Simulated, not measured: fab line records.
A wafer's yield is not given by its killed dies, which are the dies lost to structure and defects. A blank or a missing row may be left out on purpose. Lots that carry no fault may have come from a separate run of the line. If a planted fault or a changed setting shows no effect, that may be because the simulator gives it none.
Which tool did it? ; flow nand_harc ; 11 lots with 33 wafers sampled at 5 steps, on a route of 1302 steps

## WHAT THE GAUGES SHOWED, per wafer
NHARC_END_SORT_01.
lot;measured;on;killed_at_array
L690;day 24 08:58;prober-02;21 22 18
L691;day 25 01:17;prober-01;60 80 61
L692;day 25 09:04;prober-01;56 67 70
L694;day 26 04:05;prober-01;62 75 65
L695;day 27 07:38;prober-01;53 52 63
L697;day 27 08:28;prober-02;66 75 67
L703;day 30 13:02;prober-01;42 39 676
L704;day 30 14:42;prober-02;21 24 673
L711;day 33 12:05;prober-02;50 61 60
L712;day 34 02:20;prober-01;38 40 39
L713;day 34 17:55;prober-02;58 57 52

## WHAT TOOL EACH LOT RAN ON (gives the tool, then ch and the chambers of the sampled wafers, and finally the start)
lot;NHARC_A_CONTACT_ETCH_88;NHARC_A_CONTACT_ETCH_134;NHARC_A_CONTACT_ETCH_98;NHARC_A_CONTACT_ETCH_110
L690;rie_diel-03 ch 0,2,3, day 22 02:32;har_cap_etch-02 ch 0,1, day 22 03:37;rie_diel-12 ch 0,1,2, day 22 05:37;rie_diel-03 ch 0,1, day 22 06:00
L691;rie_diel-03 ch 1,2, day 22 21:07;har_cap_etch-02 ch 0,1, day 22 22:47;rie_diel-03 ch 0,2,3, day 23 00:41;rie_diel-03 ch 2,3, day 23 01:04
L692;rie_diel-02 ch 0,3, day 23 04:26;har_cap_etch-02 ch 0,1, day 23 05:32;rie_diel-02 ch 0,3, day 23 07:29;rie_diel-03 ch 1,2,3, day 23 07:52
L694;rie_diel-03 ch 0,3, day 23 21:12;har_cap_etch-01 ch 0,1, day 23 22:20;rie_diel-02 ch 0,2,3, day 24 00:13;rie_diel-03 ch 0,1,2, day 24 00:37
L695;rie_diel-03 ch 0,2,3, day 24 08:05;har_cap_etch-03 ch 0,1, day 24 09:10;rie_diel-03 ch 0,1,3, day 24 11:07;rie_diel-02 ch 0,1,2, day 24 11:32
L697;rie_diel-03 ch 1,2,3, day 24 22:01;har_cap_etch-03 ch 1, day 24 23:06;rie_diel-03 ch 0,2,3, day 25 01:03;rie_diel-03 ch 0,2,3, day 25 01:26
L703;rie_diel-12 ch 0,1,3, day 28 07:17;har_cap_etch-01 ch 0,1, day 28 08:20;rie_diel-03 ch 0,1,3, day 28 10:56;rie_diel-03 ch 1,2,3, day 28 11:31
L704;rie_diel-03 ch 0,1,2, day 28 11:48;har_cap_etch-03 ch 0,1, day 28 13:13;rie_diel-03 ch 0,1,3, day 28 15:06;rie_diel-03 ch 0,1,2, day 28 15:28
L711;rie_diel-03 ch 0,1, day 31 07:43;har_cap_etch-02 ch 1, day 31 08:56;rie_diel-12 ch 1,2,3, day 31 10:58;rie_diel-12 ch 0,1,2, day 31 11:26
L712;rie_diel-03 ch 0,3, day 31 21:15;har_cap_etch-01 ch 0,1, day 31 22:59;rie_diel-12 ch 0,1,3, day 32 00:56;rie_diel-02 ch 2,3, day 32 01:20
L713;rie_diel-03 ch 0,2,3, day 32 13:14;har_cap_etch-01 ch 0,1, day 32 14:40;rie_diel-03 ch 1,2, day 32 16:35;rie_diel-03 ch 1,2,3, day 32 16:58
- NHARC_A_CONTACT_ETCH_88: etches the open film in CF4, target depth 39 nm, time 65 s.
- NHARC_A_CONTACT_ETCH_134: etches the open film in C4F8/O2/Ar, time 140 s, target depth 700 nm.
- NHARC_A_CONTACT_ETCH_98: etches the open film in C4F6/O2, target depth 20 nm, time 10 s.
- NHARC_A_CONTACT_ETCH_110: etches the open film in CF4/O2, target depth 60 nm, overetch 6 nm, time 33 s.

## THE ANSWER, worked out from the rows above alone
Rule: what is usual is taken from the lots themselves. Put in order of their means at a reading, lots are off if they are a third of the lots or fewer, leave a main group of 4 or more, and stand apart from it by a gap of 3 or more times the standard deviation of the main group's means; of several such gaps the widest counts. Not used: any main group whose means are identical at the precision the tables above print for the reading. A lot without any number at a reading at which 4 lots or more have one is off too. Any other lot the step has rows for is counted as sound.
Off at NHARC_END_SORT_01 (killed_at_array): L703, L704. The main group: mean 55, standard deviation 15.
A tool fits if, at a process step before that reading, it ran every lot that is off, and no sound lot after the first of them. Gauges at NHARC_END_SORT_01: tried the same way as those tools. Not one of the candidates tried fits.

## WHAT THE SIMULATOR HAD INSERTED
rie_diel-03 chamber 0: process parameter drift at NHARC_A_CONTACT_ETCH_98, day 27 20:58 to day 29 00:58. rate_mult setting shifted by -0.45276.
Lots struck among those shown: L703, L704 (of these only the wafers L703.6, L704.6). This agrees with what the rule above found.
